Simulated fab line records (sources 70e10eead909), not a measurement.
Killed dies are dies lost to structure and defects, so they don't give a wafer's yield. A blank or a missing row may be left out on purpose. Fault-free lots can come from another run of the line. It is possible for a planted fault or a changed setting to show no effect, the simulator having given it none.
The tool behind it: which one? / flow nandHarc / Sampling: 7 lots, 21 wafers, 2 of 1302 route steps

== WHAT EACH GAUGE READ, for each wafer ==
NHARC_A_ONON_D2_THK_MEAS_08: measures by ellipsometry.
lot=L108; measured=day 12 21:05; on=filmMetro-01; thkNm (nm)=1013 1012 1013
lot=L111; measured=day 14 01:46; on=filmMetro-01; thkNm (nm)=994 995 993
lot=L114; measured=day 15 11:51; on=filmMetro-02; thkNm (nm)=1015 1015 1014
lot=L118; measured=day 16 21:44; on=filmMetro-01; thkNm (nm)=1017 1017 1015
lot=L120; measured=day 17 20:51; on=filmMetro-02; thkNm (nm)=1012 1013 513
lot=L121; measured=day 18 23:28; on=filmMetro-02; thkNm (nm)=995 996 998
lot=L130; measured=day 21 23:53; on=filmMetro-02; thkNm (nm)=1000 997 999

== EACH LOT AND THE TOOL THAT RAN IT (in order: tool; ch and the chambers of the sampled wafers; start) ==
lot=L108; NHARC_A_ONON_D2_DEP_06=pecvdOnon-02 ch 0, day 12 20:34
lot=L111; NHARC_A_ONON_D2_DEP_06=pecvdOnon-03 ch 0, day 14 01:25
lot=L114; NHARC_A_ONON_D2_DEP_06=pecvdOnon-02 ch 0, day 15 11:24
lot=L118; NHARC_A_ONON_D2_DEP_06=pecvdOnon-04 ch 0, day 16 21:14
lot=L120; NHARC_A_ONON_D2_DEP_06=pecvdOnon-04 ch 0, day 17 20:20
lot=L121; NHARC_A_ONON_D2_DEP_06=pecvdOnon-02 ch 0, day 18 23:04
lot=L130; NHARC_A_ONON_D2_DEP_06=pecvdOnon-02 ch 0, day 21 23:23
- NHARC_A_ONON_D2_DEP_06: target thk 1000 nm.

== THE ANSWER, worked out from the rows above alone ==
Rule: the usual values come from the lots themselves. Put in order of their means at a reading, lots are off if they are a third of the lots or fewer, leave a main group of 4 or more, and stand apart from it by a gap of 3 or more times the standard deviation of the main group's means; of several such gaps the widest counts. Not used: any main group whose means are identical at the precision the tables above print for the reading. Also off: a lot with no number at a reading for which 4 or more lots have one. All remaining lots with rows at the step are treated as sound.
Off: L120 (NHARC_A_ONON_D2_THK_MEAS_08, thkNm). Main group: mean 1005 nm, sd 9.3.
If a tool, at a process step before that reading, ran all the lots that are off and no sound lot after the first of them, it fits. Those tools and the gauges at NHARC_A_ONON_D2_THK_MEAS_08 are tried in the same way. One fits: pecvdOnon-04 at NHARC_A_ONON_D2_DEP_06. Its last sound lot is L118 (day 16 21:14), its first lot that is off L120 (day 17 20:20): a fault that began between those two fits.

== WHAT WAS PUT IN BY THE SIMULATOR ==
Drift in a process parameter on pecvdOnon-04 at NHARC_A_ONON_D2_DEP_06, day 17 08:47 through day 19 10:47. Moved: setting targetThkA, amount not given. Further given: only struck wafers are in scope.
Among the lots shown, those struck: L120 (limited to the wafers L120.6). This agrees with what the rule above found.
